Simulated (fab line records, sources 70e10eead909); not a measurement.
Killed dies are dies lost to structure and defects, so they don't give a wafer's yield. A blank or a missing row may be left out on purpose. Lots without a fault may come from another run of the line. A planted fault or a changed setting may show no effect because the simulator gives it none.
Which tool did it? | flow nand_harc | 24 lots, 72 wafers sampled, at 6 steps of a route of 1159

WHAT THE GAUGES READ, wafer by wafer
NHARC_P_M2_OVL_MEAS_10: pitch 340 nm.
lot  | measured     | on         | overlay_x_nm (nm) | overlay_y_nm (nm)
L074 | day 5 23:19  | overlay-02 | 1.8 1.4 1.0       | 0.1 0.4 0.1
L075 | day 6 00:31  | overlay-01 | -1.7 -1.8 -1.5    | -1.1 -1.3 -0.4
L076 | day 6 22:32  | overlay-02 | 1.4 1.9 1.3       | 0.4 0.2 0.8
L077 | day 6 22:34  | overlay-01 | -0.9 -1.3 -1.1    | -1.5 -1.6 -1.8
L079 | day 7 13:01  | overlay-02 | 0.2 -0.1 -0.1     | 0.1 0.6 0.2
L078 | day 7 13:38  | overlay-02 | 0.8 0.6 0.6       | -0.1 -0.3 0.3
L080 | day 7 19:22  | overlay-01 | 0.8 1.3 0.9       | 0.6 0.7 0.4
L081 | day 8 03:40  | overlay-01 | -0.7 -0.5 -0.9    | 0.3 0.3 0.4
L082 | day 8 04:47  | overlay-01 | -0.2 0.2 -0.1     | -0.3 -1.0 0.0
L083 | day 8 11:25  | overlay-01 | -0.8 -0.5 -1.0    | 0.8 0.7 0.8
L084 | day 8 11:43  | overlay-02 | 0.5 0.2 0.4       | -1.2 -0.8 -1.3
L087 | day 9 14:10  | overlay-02 | 1.1 0.7 0.9       | 0.8 0.5 0.5
L086 | day 9 14:47  | overlay-01 | 0.0 -0.1 0.4      | -0.1 0.0 0.2
L085 | day 9 15:07  | overlay-02 | 0.2 0.6 0.6       | -0.6 -0.7 -0.5
L088 | day 9 18:18  | overlay-01 | -0.3 0.0 0.1      | -0.5 -0.8 -1.1
L089 | day 10 01:09 | overlay-01 | 0.9 0.7 0.4       | 1.3 1.3 1.0
L091 | day 10 09:08 | overlay-01 | -0.2 -0.1 -0.4    | 0.9 1.3 0.9
L090 | day 10 12:53 | overlay-01 | -0.5 0.0 -0.4     | 0.0 0.7 0.1
L092 | day 10 14:38 | overlay-01 | -0.3 -0.2 -0.3    | -0.8 -0.5 -0.6
L093 | day 10 22:32 | overlay-01 | 0.1 -0.3 -0.4     | 0.0 0.2 0.0
L094 | day 11 07:53 | overlay-01 | -0.3 -0.2 0.4     | -0.7 -1.2 -0.2
L096 | day 11 08:40 | overlay-02 | -0.4 -0.1 0.2     | -0.2 -0.3 -0.1
L095 | day 11 09:14 | overlay-02 | -0.2 0.1 0.0      | -0.4 0.1 -0.6
L097 | day 11 20:43 | overlay-01 | -0.9 -1.3 -1.3    | 1.7 2.0 1.4

NHARC_P_BONDPAD_THK_MEAS_33: measures by ellipsometry.
lot  | measured     | on            | thk_nm (nm)
L074 | day 6 03:36  | film_metro-02 | 201.0 199.6 201.1
L075 | day 6 04:32  | film_metro-02 | 200.6 197.4 199.3
L076 | day 7 02:26  | film_metro-01 | 197.7 200.3 200.7
L077 | day 7 02:36  | film_metro-02 | 199.2 198.6 199.9
L079 | day 7 16:57  | film_metro-01 | 200.0 198.2 199.5
L078 | day 7 17:47  | film_metro-01 | 197.9 200.3 199.2
L080 | day 7 23:42  | film_metro-01 | 195.5 199.9 200.6
L081 | day 8 07:34  | film_metro-01 | 200.8 196.3 198.5
L082 | day 8 08:41  | film_metro-02 | 201.1 199.3 203.1
L083 | day 8 15:20  | film_metro-01 | 197.5 200.3 199.6
L084 | day 8 15:41  | film_metro-01 | 201.0 200.3 200.8
L087 | day 9 18:14  | film_metro-01 | 198.5 197.8 199.5
L086 | day 9 18:42  | film_metro-02 | 201.8 195.9 197.5
L085 | day 9 19:02  | film_metro-02 | 199.5 197.9 198.7
L088 | day 9 22:13  | film_metro-01 | 199.8 201.8 201.3
L089 | day 10 05:06 | film_metro-02 | 200.7 198.2 198.1
L091 | day 10 13:07 | film_metro-02 | 199.2 202.9 199.0
L090 | day 10 16:51 | film_metro-01 | 201.3 200.4 199.6
L092 | day 10 18:38 | film_metro-01 | 199.7 199.7 198.6
L093 | day 11 02:25 | film_metro-01 | 198.9 199.1 200.0
L094 | day 11 11:47 | film_metro-02 | 200.8 201.1 200.1
L096 | day 11 12:34 | film_metro-01 | 199.1 197.1 197.7
L095 | day 11 13:17 | film_metro-02 | 200.8 198.7 200.7
L097 | day 12 00:41 | film_metro-02 | 198.3 199.8 200.5

NHARC_P_BONDPAD_CD_MEAS_09: target cd 500 nm.
lot  | measured     | on        | cd_nm (nm)
L074 | day 6 04:10  | cd_sem-02 | 497.8 499.3 497.3
L075 | day 6 04:58  | cd_sem-01 | 495.4 499.2 498.6
L076 | day 7 02:53  | cd_sem-03 | 494.9 497.3 498.2
L077 | day 7 03:10  | cd_sem-03 | 501.7 501.8 501.1
L079 | day 7 17:31  | cd_sem-02 | 497.7 498.7 495.2
L078 | day 7 18:15  | cd_sem-01 | 499.2 499.9 500.6
L080 | day 8 00:08  | cd_sem-02 | 496.9 493.7 497.8
L081 | day 8 08:07  | cd_sem-03 | 500.7 502.3 499.1
L082 | day 8 09:14  | cd_sem-02 | 500.9 500.9 500.2
L083 | day 8 15:54  | cd_sem-02 | 499.4 499.4 503.3
L084 | day 8 16:16  | cd_sem-01 | 497.1 499.9 497.2
L087 | day 9 18:49  | cd_sem-03 | 497.2 499.4 500.0
L086 | day 9 19:11  | cd_sem-03 | 497.7 497.6 498.6
L085 | day 9 19:36  | cd_sem-01 | 500.5 500.2 499.5
L088 | day 9 22:47  | cd_sem-03 | 501.4 500.3 500.9
L089 | day 10 05:32 | cd_sem-03 | 498.7 497.0 498.6
L091 | day 10 13:41 | cd_sem-02 | 499.0 498.4 495.7
L090 | day 10 17:26 | cd_sem-02 | 498.1 501.3 499.9
L092 | day 10 19:04 | cd_sem-01 | 498.7 496.2 499.4
L093 | day 11 02:52 | cd_sem-01 | 499.4 498.8 500.0
L094 | day 11 12:22 | cd_sem-01 | 497.5 502.6 499.9
L096 | day 11 13:08 | cd_sem-02 | 500.1 500.2 501.3
L095 | day 11 13:52 | cd_sem-03 | 500.8 499.8 499.6
L097 | day 12 01:07 | cd_sem-01 | 502.1 499.5 499.5

WHICH TOOL RAN EACH LOT (tool, then ch and the chambers of the sampled wafers, then the start)
lot  | NHARC_P_M0_ETCH_34                 | NHARC_P_M1_PVD_20                       | NHARC_P_M2_PVD_21
L074 | rie_diel-07 ch 0,1,3, day 5 15:11  | pvd_sputter-03, day 5 23:19 or earlier  | pvd_sputter-01, day 6 03:36 or earlier
L075 | rie_diel-12 ch 2,3, day 5 16:29    | pvd_sputter-02, day 6 00:31 or earlier  | pvd_sputter-01, day 6 04:32 or earlier
L076 | rie_diel-03 ch 1,2, day 6 14:07    | pvd_sputter-01, day 6 22:32 or earlier  | pvd_sputter-01, day 7 02:26 or earlier
L077 | rie_diel-03 ch 0,1,3, day 6 14:37  | pvd_sputter-02, day 6 22:34 or earlier  | pvd_sputter-02, day 7 02:36 or earlier
L079 | rie_diel-12 ch 0,3, day 7 04:56    | pvd_sputter-02, day 7 13:01 or earlier  | pvd_sputter-02, day 7 16:57 or earlier
L078 | rie_diel-07 ch 0,1,3, day 7 05:16  | pvd_sputter-01, day 7 13:38 or earlier  | pvd_sputter-03, day 7 17:47 or earlier
L080 | rie_diel-07 ch 0,1,2, day 7 10:50  | pvd_sputter-02, day 7 19:22 or earlier  | pvd_sputter-02, day 7 23:42 or earlier
L081 | rie_diel-12 ch 1,2, day 7 19:34    | pvd_sputter-02, day 8 03:40 or earlier  | pvd_sputter-02, day 8 07:34 or earlier
L082 | rie_diel-12 ch 0,1,3, day 7 20:43  | pvd_sputter-03, day 8 04:47 or earlier  | pvd_sputter-02, day 8 08:41 or earlier
L083 | rie_diel-03 ch 0,1, day 8 03:13    | pvd_sputter-01, day 8 11:25 or earlier  | pvd_sputter-02, day 8 15:20 or earlier
L084 | rie_diel-12 ch 0,1,3, day 8 03:27  | pvd_sputter-03, day 8 11:43 or earlier  | pvd_sputter-01, day 8 15:41 or earlier
L087 | rie_diel-12 ch 0,2,3, day 9 05:44  | pvd_sputter-03, day 9 14:10 or earlier  | pvd_sputter-02, day 9 18:14 or earlier
L086 | rie_diel-12 ch 0,3, day 9 06:16    | pvd_sputter-02, day 9 14:47 or earlier  | pvd_sputter-03, day 9 18:42 or earlier
L085 | rie_diel-07 ch 1,3, day 9 06:26    | pvd_sputter-01, day 9 15:07 or earlier  | pvd_sputter-01, day 9 19:02 or earlier
L088 | rie_diel-07 ch 0,1,2, day 9 09:43  | pvd_sputter-03, day 9 18:18 or earlier  | pvd_sputter-01, day 9 22:13 or earlier
L089 | rie_diel-07 ch 0,3, day 9 16:50    | pvd_sputter-03, day 10 01:09 or earlier | pvd_sputter-03, day 10 05:06 or earlier
L091 | rie_diel-07 ch 0,1,3, day 10 00:47 | pvd_sputter-03, day 10 09:08 or earlier | pvd_sputter-02, day 10 13:07 or earlier
L090 | rie_diel-07 ch 0,2,3, day 10 04:57 | pvd_sputter-03, day 10 12:53 or earlier | pvd_sputter-02, day 10 16:51 or earlier
L092 | rie_diel-12 ch 0,2,3, day 10 06:49 | pvd_sputter-01, day 10 14:38 or earlier | pvd_sputter-03, day 10 18:38 or earlier
L093 | rie_diel-12 ch 0,1,3, day 10 14:31 | pvd_sputter-01, day 10 22:32 or earlier | pvd_sputter-01, day 11 02:25 or earlier
L094 | rie_diel-07 ch 0,1,3, day 10 23:58 | pvd_sputter-02, day 11 07:53 or earlier | pvd_sputter-02, day 11 11:47 or earlier
L096 | rie_diel-07 ch 0,1,2, day 11 00:40 | pvd_sputter-03, day 11 08:40 or earlier | pvd_sputter-01, day 11 12:34 or earlier
L095 | rie_diel-12 ch 0,1, day 11 01:11   | pvd_sputter-01, day 11 09:14 or earlier | pvd_sputter-03, day 11 13:17 or earlier
L097 | rie_diel-07 ch 0,1,2, day 11 12:47 | pvd_sputter-01, day 11 20:43 or earlier | pvd_sputter-01, day 12 00:41 or earlier
- NHARC_P_M0_ETCH_34: etches the open film in N2/H2, target depth 40 nm, overetch 12 nm, time 43.94 s.
- NHARC_P_M1_PVD_20: deposits TaN, target thk 5 nm, time 8.06 s.
- NHARC_P_M2_PVD_21: deposits Cu, target thk 30 nm, time 20.49 s.

WHAT THE TOOLS THEMSELVES READ (means of the sampled wafers that have a number; where no wafer has one, the mark that the record gives instead)
NHARC_P_M0_ETCH_34.
lot  | tool        | drypump_motor_current_A (A) | oes_product_au (a.u.) | rf_fwd_power_W (W) | rf_vpp_V (V) | showerhead_plenum_p_Torr (Torr) | throttle_valve_pct (%)
L074 | rie_diel-07 | 6.2                         | 1.008                 | 396.4              | 431.8        | 2.06                            | 14.172
L075 | rie_diel-12 | 5.8                         | 1.004                 | 396.4              | 434.2        | 2.18                            | 14.169
L076 | rie_diel-03 | 5.6                         | 0.995                 | 395.0              | 430.2        | 2.02                            | 14.177
L077 | rie_diel-03 | 5.5                         | 1.013                 | 396.7              | 429.5        | 2.01                            | 14.166
L079 | rie_diel-12 | 6.3                         | 1.003                 | 394.6              | 433.4        | 2.14                            | 14.173
L078 | rie_diel-07 | 6.2                         | 1.004                 | 395.5              | 431.6        | 2.06                            | 14.169
L080 | rie_diel-07 | 6.3                         | 1.002                 | 396.2              | 433.1        | 2.12                            | 14.173
L081 | rie_diel-12 | 5.1                         | 0.989                 | 396.6              | 431.8        | 2.10                            | 14.175
L082 | rie_diel-12 | 5.7                         | 0.989                 | 395.5              | 432.5        | 2.11                            | 14.175
L083 | rie_diel-03 | 5.7                         | 1.007                 | 395.8              | 430.1        | 2.05                            | 14.171
L084 | rie_diel-12 | 5.7                         | 0.987                 | 396.2              | 432.4        | 2.11                            | 14.172
L087 | rie_diel-12 | 5.9                         | 0.987                 | 394.7              | 433.3        | 2.16                            | 14.168
L086 | rie_diel-12 | 6.3                         | 0.999                 | 395.0              | 433.5        | 2.14                            | 14.176
L085 | rie_diel-07 | 6.0                         | 0.986                 | 395.0              | 430.7        | 2.04                            | 14.165
L088 | rie_diel-07 | 6.3                         | 0.994                 | 396.1              | 432.6        | 2.12                            | 14.171
L089 | rie_diel-07 | 6.3                         | 1.000                 | 397.8              | 429.6        | 2.00                            | 14.175
L091 | rie_diel-07 | 6.2                         | 0.998                 | 396.3              | 430.8        | 2.06                            | 14.161
L090 | rie_diel-07 | 6.4                         | 0.985                 | 397.2              | 430.4        | 2.06                            | 14.176
L092 | rie_diel-12 | 5.9                         | 1.003                 | 396.7              | 433.5        | 2.16                            | 14.171
L093 | rie_diel-12 | 5.7                         | 0.995                 | 395.5              | 432.4        | 2.11                            | 14.176
L094 | rie_diel-07 | 6.2                         | 1.005                 | 395.8              | 431.8        | 2.06                            | 14.164
L096 | rie_diel-07 | 6.3                         | 0.994                 | 395.7              | 433.3        | 2.12                            | 14.170
L095 | rie_diel-12 | 5.2                         | 0.991                 | 394.9              | 431.4        | 2.08                            | 14.171
L097 | rie_diel-07 | 6.3                         | 1.001                 | 396.2              | 432.5        | 2.11                            | 14.167

NHARC_P_M1_PVD_20.
lot  | tool           | cathode_dc_power_W (W) | substrate_temp_c (C) | throttle_valve_pct (%)
L074 | pvd_sputter-03 | 15000                  | 49.98                | 29.7
L075 | pvd_sputter-02 | 15002                  | 50.08                | 29.5
L076 | pvd_sputter-01 | 14999                  | 50.07                | 29.7
L077 | pvd_sputter-02 | 15000                  | 49.93                | 28.9
L079 | pvd_sputter-02 | 14998                  | 49.90                | 28.9
L078 | pvd_sputter-01 | 15001                  | 50.08                | 29.2
L080 | pvd_sputter-02 | 14999                  | 49.85                | 29.0
L081 | pvd_sputter-02 | 14997                  | 49.93                | 29.5
L082 | pvd_sputter-03 | 14999                  | 50.09                | 29.8
L083 | pvd_sputter-01 | 15001                  | 49.99                | 29.7
L084 | pvd_sputter-03 | 14998                  | 50.02                | 30.3
L087 | pvd_sputter-03 | 15001                  | 50.09                | 29.8
L086 | pvd_sputter-02 | 15001                  | 50.05                | 29.2
L085 | pvd_sputter-01 | 14999                  | 49.92                | 29.1
L088 | pvd_sputter-03 | 15001                  | 50.02                | 30.3
L089 | pvd_sputter-03 | 14999                  | 50.09                | 29.5
L091 | pvd_sputter-03 | 14998                  | 49.97                | 29.9
L090 | pvd_sputter-03 | 15002                  | 49.86                | 30.0
L092 | pvd_sputter-01 | 14997                  | 49.99                | 29.3
L093 | pvd_sputter-01 | 15000                  | 49.93                | 29.8
L094 | pvd_sputter-02 | 14996                  | 49.90                | 29.2
L096 | pvd_sputter-03 | 14998                  | 50.05                | 29.7
L095 | pvd_sputter-01 | 15003                  | 50.12                | 29.8
L097 | pvd_sputter-01 | 14998                  | 50.03                | 29.7

NHARC_P_M2_PVD_21.
lot  | tool           | cathode_dc_power_W (W) | substrate_temp_c (C) | throttle_valve_pct (%)
L074 | pvd_sputter-01 | 5000.7                 | 30.08                | 29.3
L075 | pvd_sputter-01 | 5000.0                 | 30.03                | 29.3
L076 | pvd_sputter-01 | 5000.1                 | 29.96                | 29.5
L077 | pvd_sputter-02 | 5000.0                 | 29.95                | 28.9
L079 | pvd_sputter-02 | 5000.0                 | 30.06                | 28.7
L078 | pvd_sputter-03 | 4999.9                 | 29.99                | 30.7
L080 | pvd_sputter-02 | 5000.5                 | 30.07                | 29.5
L081 | pvd_sputter-02 | 5000.4                 | 30.07                | 28.8
L082 | pvd_sputter-02 | 4999.6                 | 29.99                | 28.8
L083 | pvd_sputter-02 | 4999.8                 | 29.90                | 29.3
L084 | pvd_sputter-01 | 4999.6                 | 29.92                | 30.0
L087 | pvd_sputter-02 | 5000.2                 | 29.96                | 28.8
L086 | pvd_sputter-03 | 4999.7                 | 29.95                | 29.5
L085 | pvd_sputter-01 | 5000.8                 | 30.00                | 29.5
L088 | pvd_sputter-01 | 5000.1                 | 30.05                | 29.8
L089 | pvd_sputter-03 | 5000.1                 | 29.99                | 30.0
L091 | pvd_sputter-02 | 5000.3                 | 30.01                | 29.3
L090 | pvd_sputter-02 | 5000.6                 | 30.04                | 29.5
L092 | pvd_sputter-03 | 5000.6                 | 30.07                | 30.1
L093 | pvd_sputter-01 | 4999.9                 | 30.04                | 29.1
L094 | pvd_sputter-02 | 4999.8                 | 30.06                | 29.2
L096 | pvd_sputter-01 | 5000.1                 | 30.07                | 29.9
L095 | pvd_sputter-03 | 5000.1                 | 29.98                | 30.2
L097 | pvd_sputter-01 | 4999.8                 | 29.98                | 29.2

THE ANSWER, worked out from the rows above alone
Rule: what is usual is taken from the lots themselves. Put in order of their means at a reading, lots are off if they are a third of the lots or fewer, leave a main group of 4 or more, and stand apart from it by a gap of 3 or more times the standard deviation of the main group's means; of several such gaps the widest counts. A main group whose means are all the same, to the digits that the tables above print for the reading, isn't used. A lot without any number at a reading at which 4 lots or more have one is off too. The other lots that the step has rows for count as sound. The gauges are gone through in route order, then the tools' own readings, and for those a lot's mean is taken as printed above. The first step at which some lot is off is used, and at that step the reading that is off furthest; a lot without a number counts as furthest.
No lot is off at any reading shown: from this, nothing can be told.

WHAT THE SIMULATOR HAD PUT IN
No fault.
